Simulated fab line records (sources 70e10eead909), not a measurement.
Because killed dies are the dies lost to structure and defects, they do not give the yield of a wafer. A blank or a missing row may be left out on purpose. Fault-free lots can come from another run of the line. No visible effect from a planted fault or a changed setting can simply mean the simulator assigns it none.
Check of tool commonality / flow nand harc / 13 lots and 39 wafers in the sample

## THE REASON FOR OPENING IT
At NHARC_A_ONON_D1_THK_MEAS_08 the reading thk nm is flagged on 3 of 13 lots. Wafers without a fault read 1000 nm, standard deviation 12.
Rule: flag the lot when none of its wafers has a number, or when each of its wafers that has one lies beyond 4 standard deviations from that mean. As for the other lots, they are considered sound.

lot=L927; measured=day 7 05:29; on=film metro-01; thk nm (nm), wafer by wafer=1008 1007 1008; flag=
lot=L929; measured=day 7 15:58; on=film metro-02; thk nm (nm), wafer by wafer=1000 1001 1000; flag=
lot=L932; measured=day 8 19:47; on=film metro-01; thk nm (nm), wafer by wafer=1001 999 1000; flag=
lot=L934; measured=day 9 02:59; on=film metro-01; thk nm (nm), wafer by wafer=983 984 982; flag=
lot=L933; measured=day 9 03:00; on=film metro-02; thk nm (nm), wafer by wafer=993 994 993; flag=
lot=L936; measured=day 9 17:22; on=film metro-01; thk nm (nm), wafer by wafer=1022 1021 1022; flag=
lot=L939; measured=day 10 19:19; on=film metro-01; thk nm (nm), wafer by wafer=656 655 656; flag=FLAGGED
lot=L938; measured=day 11 01:31; on=film metro-01; thk nm (nm), wafer by wafer=637 639 638; flag=FLAGGED
lot=L942; measured=day 11 05:13; on=film metro-01; thk nm (nm), wafer by wafer=652 653 651; flag=FLAGGED
lot=L945; measured=day 11 21:44; on=film metro-01; thk nm (nm), wafer by wafer=995 997 996; flag=
lot=L946; measured=day 12 02:47; on=film metro-01; thk nm (nm), wafer by wafer=1002 1002 1000; flag=
lot=L947; measured=day 12 13:04; on=film metro-01; thk nm (nm), wafer by wafer=991 992 992; flag=
lot=L950; measured=day 12 21:38; on=film metro-01; thk nm (nm), wafer by wafer=978 976 977; flag=
On average the flagged lots' numbers are 649 nm, which is -351 nm against the usual, or -29 standard deviations.

## WHICH TOOL EACH LOT WENT THROUGH
The record holds 2 process steps before the reading, out of a route of 1159 steps. Cell contents, in order: the tool; ch with the chambers the sampled wafers went through; the start.
lot=L927; flag=; NHARC_P_BONDPAD_STRIP_15=rie diel-07 ch 0,1,2, day 6 02:32; NHARC_A_ONON_D1_DEP_06=pecvd onon-03 ch 0, day 7 04:59
lot=L929; flag=; NHARC_P_BONDPAD_STRIP_15=rie diel-07 ch 0,1,3, day 6 12:25; NHARC_A_ONON_D1_DEP_06=pecvd onon-04 ch 0, day 7 15:26
lot=L932; flag=; NHARC_P_BONDPAD_STRIP_15=rie diel-07 ch 0,2,3, day 7 16:48; NHARC_A_ONON_D1_DEP_06=pecvd onon-01 ch 0, day 8 19:16
lot=L934; flag=; NHARC_P_BONDPAD_STRIP_15=rie diel-07 ch 0,2,3, day 7 21:41; NHARC_A_ONON_D1_DEP_06=pecvd onon-01 ch 0, day 9 02:32
lot=L933; flag=; NHARC_P_BONDPAD_STRIP_15=rie diel-07 ch 0,3, day 7 22:28; NHARC_A_ONON_D1_DEP_06=pecvd onon-03 ch 0, day 9 02:29
lot=L936; flag=; NHARC_P_BONDPAD_STRIP_15=rie diel-06 ch 1,2, day 8 13:51; NHARC_A_ONON_D1_DEP_06=pecvd onon-01 ch 0, day 9 16:51
lot=L939; flag=FLAGGED; NHARC_P_BONDPAD_STRIP_15=rie diel-07 ch 1,3, day 9 15:56; NHARC_A_ONON_D1_DEP_06=pecvd onon-03 ch 0, day 10 18:48
lot=L938; flag=FLAGGED; NHARC_P_BONDPAD_STRIP_15=rie diel-13 ch 0,1,2, day 9 19:44; NHARC_A_ONON_D1_DEP_06=pecvd onon-03 ch 0, day 11 01:07
lot=L942; flag=FLAGGED; NHARC_P_BONDPAD_STRIP_15=rie diel-06 ch 0,1,2, day 10 01:43; NHARC_A_ONON_D1_DEP_06=pecvd onon-03 ch 0, day 11 04:53
lot=L945; flag=; NHARC_P_BONDPAD_STRIP_15=rie diel-13 ch 1,2,3, day 10 15:51; NHARC_A_ONON_D1_DEP_06=pecvd onon-04 ch 0, day 11 21:17
lot=L946; flag=; NHARC_P_BONDPAD_STRIP_15=rie diel-13 ch 1,2, day 10 23:38; NHARC_A_ONON_D1_DEP_06=pecvd onon-01 ch 0, day 12 02:17
lot=L947; flag=; NHARC_P_BONDPAD_STRIP_15=rie diel-07 ch 1,2, day 11 09:55; NHARC_A_ONON_D1_DEP_06=pecvd onon-04 ch 0, day 12 12:36
lot=L950; flag=; NHARC_P_BONDPAD_STRIP_15=rie diel-07 ch 1,2,3, day 11 18:22; NHARC_A_ONON_D1_DEP_06=pecvd onon-01 ch 0, day 12 21:07
These steps, and what they do:
- NHARC_P_BONDPAD_STRIP_15: strips in O2.
- NHARC_A_ONON_D1_DEP_06: target thk 1000 nm.
- NHARC_A_ONON_D1_THK_MEAS_08: measures by ellipsometry.

## FLAGGED OVER TOTAL, TOOL BY TOOL (the gauges that took the reading come last)
step=NHARC_P_BONDPAD_STRIP_15; tool=rie diel-06; lots run=2; flagged=1; share of the flagged lots=some; sound lots run after its first flagged lot=0
step=NHARC_P_BONDPAD_STRIP_15; tool=rie diel-07; lots run=8; flagged=1; share of the flagged lots=some; sound lots run after its first flagged lot=2 (L947,L950)
step=NHARC_P_BONDPAD_STRIP_15; tool=rie diel-13; lots run=3; flagged=1; share of the flagged lots=some; sound lots run after its first flagged lot=2 (L945,L946)
step=NHARC_A_ONON_D1_DEP_06; tool=pecvd onon-01; lots run=5; flagged=0; share of the flagged lots=none; sound lots run after its first flagged lot=-
step=NHARC_A_ONON_D1_DEP_06; tool=pecvd onon-03; lots run=5; flagged=3; share of the flagged lots=all; sound lots run after its first flagged lot=0
step=NHARC_A_ONON_D1_DEP_06; tool=pecvd onon-04; lots run=3; flagged=0; share of the flagged lots=none; sound lots run after its first flagged lot=-
step=NHARC_A_ONON_D1_THK_MEAS_08; tool=film metro-01; lots run=11; flagged=3; share of the flagged lots=all; sound lots run after its first flagged lot=4 (L945,L946,L947,L950)
step=NHARC_A_ONON_D1_THK_MEAS_08; tool=film metro-02; lots run=2; flagged=0; share of the flagged lots=none; sound lots run after its first flagged lot=-

## THE TABLE: WHAT IT ALLOWS
2 rows of the table ran every flagged lot: pecvd onon-03 at NHARC_A_ONON_D1_DEP_06, film metro-01 at NHARC_A_ONON_D1_THK_MEAS_08.
- pecvd onon-03 at NHARC_A_ONON_D1_DEP_06: 3 of its 5 lots flagged. A fault beginning between L933 (day 9 02:29), its last sound lot, and L939 (day 10 18:48), its first flagged one, fits the data.
- film metro-01 at NHARC_A_ONON_D1_THK_MEAS_08: 3 of its 11 lots flagged. Lots that were sound ran on it after the first flagged one (L945, L946, L947, L950); a persistent fault on the entire tool would not allow that.
What remains is a single tool, pecvd onon-03 at NHARC_A_ONON_D1_DEP_06.

## WHAT THE SIMULATOR HAD PUT IN
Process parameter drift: pecvd onon-03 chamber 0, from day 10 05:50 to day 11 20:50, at NHARC_A_ONON_D1_DEP_06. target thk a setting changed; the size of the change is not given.
Shown lots that were struck: L939, L938, L942. The rule above found the same.
